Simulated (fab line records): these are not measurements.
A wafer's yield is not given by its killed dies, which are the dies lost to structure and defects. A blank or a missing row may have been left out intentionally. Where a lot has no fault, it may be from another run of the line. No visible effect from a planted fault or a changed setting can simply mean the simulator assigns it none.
Which tool was responsible? || flow nand-harc || Sampling: 11 lots, 33 wafers, 7 of 1159 route steps

== WHAT EACH GAUGE READ, for each wafer ==
NHARC_P_STI_CD_MEAS_09 targets a cd of 200 nm. Usual: cd-nm 199.8 nm, standard deviation 1.8.
{"lot": "L917", "measured": "day 2 15:44", "on": "cd-sem-02", "cd-nm (nm)": "201.8 199.8 201.6", "flag": ""}
{"lot": "L920", "measured": "day 3 02:35", "on": "cd-sem-01", "cd-nm (nm)": "200.6 204.2 200.1", "flag": ""}
{"lot": "L922", "measured": "day 3 16:53", "on": "cd-sem-03", "cd-nm (nm)": "199.0 198.4 197.0", "flag": ""}
{"lot": "L925", "measured": "day 4 13:21", "on": "cd-sem-02", "cd-nm (nm)": "200.7 198.7 198.5", "flag": ""}
{"lot": "L926", "measured": "day 4 18:38", "on": "cd-sem-02", "cd-nm (nm)": "201.4 200.0 199.4", "flag": ""}
{"lot": "L933", "measured": "day 6 12:33", "on": "cd-sem-03", "cd-nm (nm)": "113.4 114.4 115.7", "flag": "OFF"}
{"lot": "L934", "measured": "day 6 17:16", "on": "cd-sem-01", "cd-nm (nm)": "134.5 134.2 134.4", "flag": "OFF"}
{"lot": "L936", "measured": "day 7 04:53", "on": "cd-sem-03", "cd-nm (nm)": "146.2 145.1 143.3", "flag": "OFF"}
{"lot": "L938", "measured": "day 7 17:17", "on": "cd-sem-02", "cd-nm (nm)": "199.8 199.0 195.7", "flag": ""}
{"lot": "L939", "measured": "day 7 23:02", "on": "cd-sem-03", "cd-nm (nm)": "200.3 199.7 198.0", "flag": ""}
{"lot": "L940", "measured": "day 8 06:07", "on": "cd-sem-02", "cd-nm (nm)": "200.6 198.1 200.2", "flag": ""}

NHARC_P_STI_OVL_MEAS_10. Usual: overlay-x-nm 0 nm, standard deviation 4.9; overlay-y-nm -2 nm, standard deviation 6.
{"lot": "L917", "measured": "day 2 15:49", "on": "overlay-02", "overlay-x-nm (nm)": "-3 -3 -3", "overlay-y-nm (nm)": "3 3 3", "flag": ""}
{"lot": "L920", "measured": "day 3 02:40", "on": "overlay-02", "overlay-x-nm (nm)": "3 4 4", "overlay-y-nm (nm)": "-2 -2 -2", "flag": ""}
{"lot": "L922", "measured": "day 3 16:59", "on": "overlay-01", "overlay-x-nm (nm)": "14 15 14", "overlay-y-nm (nm)": "2 2 2", "flag": ""}
{"lot": "L925", "measured": "day 4 13:26", "on": "overlay-01", "overlay-x-nm (nm)": "3 3 2", "overlay-y-nm (nm)": "-4 -5 -4", "flag": ""}
{"lot": "L926", "measured": "day 4 18:43", "on": "overlay-01", "overlay-x-nm (nm)": "-9 -8 -8", "overlay-y-nm (nm)": "-1 -1 -1", "flag": ""}
{"lot": "L933", "measured": "day 6 12:38", "on": "overlay-02", "overlay-x-nm (nm)": "4 3 4", "overlay-y-nm (nm)": "9 9 8", "flag": ""}
{"lot": "L934", "measured": "day 6 17:22", "on": "overlay-02", "overlay-x-nm (nm)": "2 2 2", "overlay-y-nm (nm)": "-1 -1 -1", "flag": ""}
{"lot": "L936", "measured": "day 7 04:58", "on": "overlay-02", "overlay-x-nm (nm)": "2 2 2", "overlay-y-nm (nm)": "-9 -9 -8", "flag": ""}
{"lot": "L938", "measured": "day 7 17:23", "on": "overlay-02", "overlay-x-nm (nm)": "-5 -5 -5", "overlay-y-nm (nm)": "1 1 1", "flag": ""}
{"lot": "L939", "measured": "day 7 23:08", "on": "overlay-01", "overlay-x-nm (nm)": "5 4 4", "overlay-y-nm (nm)": "-8 -8 -8", "flag": ""}
{"lot": "L940", "measured": "day 8 06:13", "on": "overlay-01", "overlay-x-nm (nm)": "2 2 3", "overlay-y-nm (nm)": "8 8 8", "flag": ""}

NHARC_P_STI_OCD_MEAS_17. Usual: trench-foot-cd-nm 157.4 nm, standard deviation 1.8.
{"lot": "L917", "measured": "day 2 16:32", "on": "ocd-01", "trench-foot-cd-nm (nm)": "158.8 156.8 158.9", "flag": ""}
{"lot": "L920", "measured": "day 3 03:22", "on": "ocd-02", "trench-foot-cd-nm (nm)": "158.5 162.6 158.2", "flag": ""}
{"lot": "L922", "measured": "day 3 17:40", "on": "ocd-02", "trench-foot-cd-nm (nm)": "157.0 155.6 154.1", "flag": ""}
{"lot": "L925", "measured": "day 4 14:08", "on": "ocd-01", "trench-foot-cd-nm (nm)": "158.6 156.8 156.3", "flag": ""}
{"lot": "L926", "measured": "day 4 19:25", "on": "ocd-02", "trench-foot-cd-nm (nm)": "158.3 157.6 156.5", "flag": ""}
{"lot": "L933", "measured": "day 6 13:20", "on": "ocd-02", "trench-foot-cd-nm (nm)": "71.5 72.8 72.7", "flag": "OFF"}
{"lot": "L934", "measured": "day 6 18:04", "on": "ocd-02", "trench-foot-cd-nm (nm)": "91.8 92.4 91.3", "flag": "OFF"}
{"lot": "L936", "measured": "day 7 05:40", "on": "ocd-01", "trench-foot-cd-nm (nm)": "103.2 102.1 100.5", "flag": "OFF"}
{"lot": "L938", "measured": "day 7 18:04", "on": "ocd-01", "trench-foot-cd-nm (nm)": "158.0 156.4 153.4", "flag": ""}
{"lot": "L939", "measured": "day 7 23:49", "on": "ocd-01", "trench-foot-cd-nm (nm)": "157.3 156.5 155.4", "flag": ""}
{"lot": "L940", "measured": "day 8 06:56", "on": "ocd-01", "trench-foot-cd-nm (nm)": "159.1 155.8 158.4", "flag": ""}

NHARC_END_SORT_01. Usual: killed-at-array 26, standard deviation 9.6; killed-at-other 0.7, standard deviation 0.92; killed-at-periphery 3.8, standard deviation 2.7; killed-dies 31, standard deviation 10; killed-open 3.3, standard deviation 1.7; killed-short 1.8, standard deviation 1.3.
{"lot": "L922", "measured": "day 20 12:20", "on": "prober-01", "killed-at-array": "12 7 17", "killed-at-other": "0 1 0", "killed-at-periphery": "5 3 7", "killed-dies": "17 11 24", "killed-open": "6 2 6", "killed-short": "2 2 4", "flag": ""}
{"lot": "L926", "measured": "day 21 13:56", "on": "prober-02", "killed-at-array": "19 18 13", "killed-at-other": "0 1 0", "killed-at-periphery": "4 7 8", "killed-dies": "23 26 21", "killed-open": "1 2 2", "killed-short": "3 3 1", "flag": ""}
{"lot": "L933", "measured": "day 23 16:44", "on": "prober-02", "killed-at-array": "16 17 11", "killed-at-other": "0 0 0", "killed-at-periphery": "661 660 666", "killed-dies": "677 677 677", "killed-open": "1 1 3", "killed-short": "3 5 0", "flag": "OFF"}
{"lot": "L934", "measured": "day 23 16:43", "on": "prober-01", "killed-at-array": "33 25 44", "killed-at-other": "1 1 2", "killed-at-periphery": "643 651 631", "killed-dies": "677 677 677", "killed-open": "5 1 2", "killed-short": "1 1 4", "flag": "OFF"}
{"lot": "L936", "measured": "day 24 17:32", "on": "prober-01", "killed-at-array": "25 30 28", "killed-at-other": "1 0 1", "killed-at-periphery": "650 646 648", "killed-dies": "676 676 677", "killed-open": "2 5 1", "killed-short": "1 3 2", "flag": "OFF"}

== EACH LOT AND THE TOOL THAT RAN IT (in order: tool; ch and the chambers of the sampled wafers; start) ==
{"lot": "L917", "NHARC_P_ZERO_WELL_DESCUM_26": "rie-diel-03 ch 0,1, day 1 14:52", "NHARC_P_STI_EXPOSE_06": "krf-scanner-04 ch 0, day 2 15:35", "NHARC_P_STI_ETCH_31": "rie-diel-13 ch 0,2, day 2 16:32 or earlier"}
{"lot": "L920", "NHARC_P_ZERO_WELL_DESCUM_26": "rie-diel-09 ch 0,2,3, day 2 08:46", "NHARC_P_STI_EXPOSE_06": "krf-scanner-04 ch 0, day 3 02:26", "NHARC_P_STI_ETCH_31": "rie-diel-08 ch 1,2,3, day 3 03:22 or earlier"}
{"lot": "L922", "NHARC_P_ZERO_WELL_DESCUM_26": "rie-diel-04 ch 0,1,2, day 2 20:41", "NHARC_P_STI_EXPOSE_06": "krf-scanner-04 ch 0, day 3 16:44", "NHARC_P_STI_ETCH_31": "rie-diel-11 ch 0,1,2, day 3 17:40 or earlier"}
{"lot": "L925", "NHARC_P_ZERO_WELL_DESCUM_26": "rie-diel-03 ch 0,3, day 3 14:38", "NHARC_P_STI_EXPOSE_06": "krf-scanner-04 ch 0, day 4 13:12", "NHARC_P_STI_ETCH_31": "rie-diel-11 ch 0,1, day 4 14:08 or earlier"}
{"lot": "L926", "NHARC_P_ZERO_WELL_DESCUM_26": "rie-diel-04 ch 0,1, day 3 20:37", "NHARC_P_STI_EXPOSE_06": "krf-scanner-01 ch 0, day 4 18:29", "NHARC_P_STI_ETCH_31": "rie-diel-13 ch 0,2, day 4 19:25 or earlier"}
{"lot": "L933", "NHARC_P_ZERO_WELL_DESCUM_26": "rie-diel-03 ch 1,2,3, day 5 14:38", "NHARC_P_STI_EXPOSE_06": "krf-scanner-04 ch 0, day 6 12:24", "NHARC_P_STI_ETCH_31": "rie-diel-13 ch 0,1,3, day 6 13:20 or earlier"}
{"lot": "L934", "NHARC_P_ZERO_WELL_DESCUM_26": "rie-diel-03 ch 0,1,3, day 5 20:52", "NHARC_P_STI_EXPOSE_06": "krf-scanner-04 ch 0, day 6 17:07", "NHARC_P_STI_ETCH_31": "rie-diel-08 ch 0,1,2, day 6 18:04 or earlier"}
{"lot": "L936", "NHARC_P_ZERO_WELL_DESCUM_26": "rie-diel-03 ch 0,1, day 6 08:44", "NHARC_P_STI_EXPOSE_06": "krf-scanner-04 ch 0, day 7 04:44", "NHARC_P_STI_ETCH_31": "rie-diel-08 ch 0,1,3, day 7 05:40 or earlier"}
{"lot": "L938", "NHARC_P_ZERO_WELL_DESCUM_26": "rie-diel-09 ch 1,2,3, day 6 20:56", "NHARC_P_STI_EXPOSE_06": "krf-scanner-03 ch 0, day 7 17:08", "NHARC_P_STI_ETCH_31": "rie-diel-08 ch 0,1,2, day 7 18:04 or earlier"}
{"lot": "L939", "NHARC_P_ZERO_WELL_DESCUM_26": "rie-diel-09 ch 0,2,3, day 7 02:46", "NHARC_P_STI_EXPOSE_06": "krf-scanner-01 ch 0, day 7 22:53", "NHARC_P_STI_ETCH_31": "rie-diel-11 ch 0,2,3, day 7 23:49 or earlier"}
{"lot": "L940", "NHARC_P_ZERO_WELL_DESCUM_26": "rie-diel-03 ch 2,3, day 7 08:37", "NHARC_P_STI_EXPOSE_06": "krf-scanner-03 ch 0, day 8 05:58", "NHARC_P_STI_ETCH_31": "rie-diel-08 ch 0,3, day 8 06:56 or earlier"}
- NHARC_P_ZERO_WELL_DESCUM_26: chemistry O2, time 3 s.
- NHARC_P_STI_EXPOSE_06: exposes mask P STI, target cd 200 nm.
- NHARC_P_STI_ETCH_31: etches the open film in CF4/CHF3, target depth 108.9 nm, time 54.5 s.

== WHAT THE TOOLS THEMSELVES READ (means of the sampled wafers that have a number; where no wafer has one, the mark that the record gives instead) ==
NHARC_P_ZERO_WELL_DESCUM_26. Usual: drypump-motor-current-A 5.5 A, standard deviation 0.41; oes-product-au 0.999 a.u., standard deviation 0.0072; rf-vpp-V 58.0 V, standard deviation 0.89; showerhead-plenum-p-Torr 1.92 Torr, standard deviation 0.09; throttle-valve-pct 11.310 %, standard deviation 0.009.
{"lot": "L917", "tool": "rie-diel-03", "drypump-motor-current-A (A)": 5.2, "oes-product-au (a.u.)": 1.002, "rf-vpp-V (V)": 58.0, "showerhead-plenum-p-Torr (Torr)": 1.85, "throttle-valve-pct (%)": 11.312, "flag": ""}
{"lot": "L920", "tool": "rie-diel-09", "drypump-motor-current-A (A)": 5.8, "oes-product-au (a.u.)": 1.005, "rf-vpp-V (V)": 57.6, "showerhead-plenum-p-Torr (Torr)": 1.97, "throttle-valve-pct (%)": 11.308, "flag": ""}
{"lot": "L922", "tool": "rie-diel-04", "drypump-motor-current-A (A)": 5.8, "oes-product-au (a.u.)": 0.997, "rf-vpp-V (V)": 57.8, "showerhead-plenum-p-Torr (Torr)": 1.92, "throttle-valve-pct (%)": 11.314, "flag": ""}
{"lot": "L925", "tool": "rie-diel-03", "drypump-motor-current-A (A)": 5.3, "oes-product-au (a.u.)": 0.997, "rf-vpp-V (V)": 58.5, "showerhead-plenum-p-Torr (Torr)": 1.94, "throttle-valve-pct (%)": 11.318, "flag": ""}
{"lot": "L926", "tool": "rie-diel-04", "drypump-motor-current-A (A)": 5.6, "oes-product-au (a.u.)": 1.003, "rf-vpp-V (V)": 57.8, "showerhead-plenum-p-Torr (Torr)": 1.90, "throttle-valve-pct (%)": 11.309, "flag": ""}
{"lot": "L933", "tool": "rie-diel-03", "drypump-motor-current-A (A)": 5.2, "oes-product-au (a.u.)": 1.004, "rf-vpp-V (V)": 58.6, "showerhead-plenum-p-Torr (Torr)": 1.89, "throttle-valve-pct (%)": 11.310, "flag": ""}
{"lot": "L934", "tool": "rie-diel-03", "drypump-motor-current-A (A)": 5.3, "oes-product-au (a.u.)": 0.990, "rf-vpp-V (V)": 57.5, "showerhead-plenum-p-Torr (Torr)": 1.91, "throttle-valve-pct (%)": 11.309, "flag": ""}
{"lot": "L936", "tool": "rie-diel-03", "drypump-motor-current-A (A)": 5.2, "oes-product-au (a.u.)": 0.993, "rf-vpp-V (V)": 58.3, "showerhead-plenum-p-Torr (Torr)": 1.82, "throttle-valve-pct (%)": 11.317, "flag": ""}
{"lot": "L938", "tool": "rie-diel-09", "drypump-motor-current-A (A)": 5.5, "oes-product-au (a.u.)": 0.998, "rf-vpp-V (V)": 58.4, "showerhead-plenum-p-Torr (Torr)": 1.97, "throttle-valve-pct (%)": 11.315, "flag": ""}
{"lot": "L939", "tool": "rie-diel-09", "drypump-motor-current-A (A)": 5.8, "oes-product-au (a.u.)": 1.002, "rf-vpp-V (V)": 58.3, "showerhead-plenum-p-Torr (Torr)": 1.97, "throttle-valve-pct (%)": 11.306, "flag": ""}
{"lot": "L940", "tool": "rie-diel-03", "drypump-motor-current-A (A)": 5.1, "oes-product-au (a.u.)": 0.991, "rf-vpp-V (V)": 57.8, "showerhead-plenum-p-Torr (Torr)": 1.89, "throttle-valve-pct (%)": 11.311, "flag": ""}

NHARC_P_STI_EXPOSE_06. Usual: exposure-dose-mJ-cm2 37.67, standard deviation 0.041; focus-offset-nm -0.1 nm, standard deviation 0.62.
{"lot": "L917", "tool": "krf-scanner-04", "exposure-dose-mJ-cm2": 37.62, "focus-offset-nm (nm)": 0.0, "flag": ""}
{"lot": "L920", "tool": "krf-scanner-04", "exposure-dose-mJ-cm2": 37.66, "focus-offset-nm (nm)": -0.8, "flag": ""}
{"lot": "L922", "tool": "krf-scanner-04", "exposure-dose-mJ-cm2": 37.63, "focus-offset-nm (nm)": -0.1, "flag": ""}
{"lot": "L925", "tool": "krf-scanner-04", "exposure-dose-mJ-cm2": 37.67, "focus-offset-nm (nm)": -0.2, "flag": ""}
{"lot": "L926", "tool": "krf-scanner-01", "exposure-dose-mJ-cm2": 37.69, "focus-offset-nm (nm)": -1.1, "flag": ""}
{"lot": "L933", "tool": "krf-scanner-04", "exposure-dose-mJ-cm2": 25.46, "focus-offset-nm (nm)": -0.1, "flag": "OFF"}
{"lot": "L934", "tool": "krf-scanner-04", "exposure-dose-mJ-cm2": 27.90, "focus-offset-nm (nm)": -0.1, "flag": "OFF"}
{"lot": "L936", "tool": "krf-scanner-04", "exposure-dose-mJ-cm2": 29.16, "focus-offset-nm (nm)": 0.6, "flag": "OFF"}
{"lot": "L938", "tool": "krf-scanner-03", "exposure-dose-mJ-cm2": 37.65, "focus-offset-nm (nm)": -0.9, "flag": ""}
{"lot": "L939", "tool": "krf-scanner-01", "exposure-dose-mJ-cm2": 37.63, "focus-offset-nm (nm)": -0.3, "flag": ""}
{"lot": "L940", "tool": "krf-scanner-03", "exposure-dose-mJ-cm2": 37.76, "focus-offset-nm (nm)": 0.3, "flag": ""}

NHARC_P_STI_ETCH_31. Usual: cf4-flow-sccm 100.03 sccm, standard deviation 0.28; drypump-motor-current-A 5.8 A, standard deviation 0.53; oes-product-au 0.963 a.u., standard deviation 0.017; rf-vpp-V 370.5 V, standard deviation 2.5; showerhead-plenum-p-Torr 1.57 Torr, standard deviation 0.07; throttle-valve-pct 16.803 %, standard deviation 0.0089.
{"lot": "L917", "tool": "rie-diel-13", "cf4-flow-sccm (sccm)": 100.25, "drypump-motor-current-A (A)": 4.8, "oes-product-au (a.u.)": 0.957, "rf-vpp-V (V)": 369.3, "showerhead-plenum-p-Torr (Torr)": 1.53, "throttle-valve-pct (%)": 16.803, "flag": ""}
{"lot": "L920", "tool": "rie-diel-08", "cf4-flow-sccm (sccm)": 100.16, "drypump-motor-current-A (A)": 5.9, "oes-product-au (a.u.)": 0.966, "rf-vpp-V (V)": 372.1, "showerhead-plenum-p-Torr (Torr)": 1.60, "throttle-valve-pct (%)": 16.801, "flag": ""}
{"lot": "L922", "tool": "rie-diel-11", "cf4-flow-sccm (sccm)": 99.99, "drypump-motor-current-A (A)": 6.1, "oes-product-au (a.u.)": 0.974, "rf-vpp-V (V)": 371.4, "showerhead-plenum-p-Torr (Torr)": 1.58, "throttle-valve-pct (%)": 16.790, "flag": ""}
{"lot": "L925", "tool": "rie-diel-11", "cf4-flow-sccm (sccm)": 100.18, "drypump-motor-current-A (A)": 6.1, "oes-product-au (a.u.)": 0.973, "rf-vpp-V (V)": 370.4, "showerhead-plenum-p-Torr (Torr)": 1.55, "throttle-valve-pct (%)": 16.813, "flag": ""}
{"lot": "L926", "tool": "rie-diel-13", "cf4-flow-sccm (sccm)": 100.12, "drypump-motor-current-A (A)": 4.8, "oes-product-au (a.u.)": 0.968, "rf-vpp-V (V)": 369.3, "showerhead-plenum-p-Torr (Torr)": 1.53, "throttle-valve-pct (%)": 16.805, "flag": ""}
{"lot": "L933", "tool": "rie-diel-13", "cf4-flow-sccm (sccm)": 100.17, "drypump-motor-current-A (A)": 5.1, "oes-product-au (a.u.)": 0.923, "rf-vpp-V (V)": 370.0, "showerhead-plenum-p-Torr (Torr)": 1.55, "throttle-valve-pct (%)": 16.809, "flag": ""}
{"lot": "L934", "tool": "rie-diel-08", "cf4-flow-sccm (sccm)": 99.84, "drypump-motor-current-A (A)": 6.1, "oes-product-au (a.u.)": 0.965, "rf-vpp-V (V)": 370.8, "showerhead-plenum-p-Torr (Torr)": 1.57, "throttle-valve-pct (%)": 16.792, "flag": ""}
{"lot": "L936", "tool": "rie-diel-08", "cf4-flow-sccm (sccm)": 100.06, "drypump-motor-current-A (A)": 6.0, "oes-product-au (a.u.)": 0.965, "rf-vpp-V (V)": 371.1, "showerhead-plenum-p-Torr (Torr)": 1.58, "throttle-valve-pct (%)": 16.800, "flag": ""}
{"lot": "L938", "tool": "rie-diel-08", "cf4-flow-sccm (sccm)": 100.08, "drypump-motor-current-A (A)": 6.2, "oes-product-au (a.u.)": 0.923, "rf-vpp-V (V)": 369.4, "showerhead-plenum-p-Torr (Torr)": 1.57, "throttle-valve-pct (%)": 16.798, "flag": ""}
{"lot": "L939", "tool": "rie-diel-11", "cf4-flow-sccm (sccm)": 99.99, "drypump-motor-current-A (A)": 5.8, "oes-product-au (a.u.)": 0.969, "rf-vpp-V (V)": 370.9, "showerhead-plenum-p-Torr (Torr)": 1.58, "throttle-valve-pct (%)": 16.795, "flag": ""}
{"lot": "L940", "tool": "rie-diel-08", "cf4-flow-sccm (sccm)": 100.06, "drypump-motor-current-A (A)": 6.0, "oes-product-au (a.u.)": 0.977, "rf-vpp-V (V)": 373.4, "showerhead-plenum-p-Torr (Torr)": 1.64, "throttle-valve-pct (%)": 16.799, "flag": ""}

== THE ANSWER, worked out from the rows above alone ==
Rule: lot off if the mean of its wafers having a number is beyond 3 standard deviations from the usual mean. A lot without any number at a reading at which 4 lots or more have one is off too. Any other lot the step has rows for is counted as sound. First the gauges in route order, then the tools' own readings, where a lot's mean is used as printed above. At the first step where some lot is off, the reading lying furthest off is the one used; lots without a number count as furthest.
Off, at NHARC_P_STI_CD_MEAS_09 on cd-nm: L933, L934, L936.
If a tool, at a process step before that reading, ran all the lots that are off and no sound lot after the first of them, it fits. The gauges at NHARC_P_STI_CD_MEAS_09 aren't tried: what is off there is off at NHARC_P_STI_OCD_MEAS_17 too, on other tools, and a gauge's error can't cause that. One candidate fits, namely krf-scanner-04 at NHARC_P_STI_EXPOSE_06. Its last sound lot is L925 (day 4 13:12), its first lot that is off L933 (day 6 12:24): a fault that began between those two fits.
On the lots that are off, the tool's own readings at NHARC_P_STI_EXPOSE_06 differ by more than 5 times the standard deviation of the sound lots' means, which bears it out; exposure-dose-mJ-cm2 reads 27.51 there versus 37.66 on the sound lots.

== WHAT THE SIMULATOR HAD PUT IN ==
Drift in process parameters on krf-scanner-04 at NHARC_P_STI_EXPOSE_06, starting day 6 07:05. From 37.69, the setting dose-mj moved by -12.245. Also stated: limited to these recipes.
Lots struck among those shown: L933, L934, L936. The same result came from the rule above.
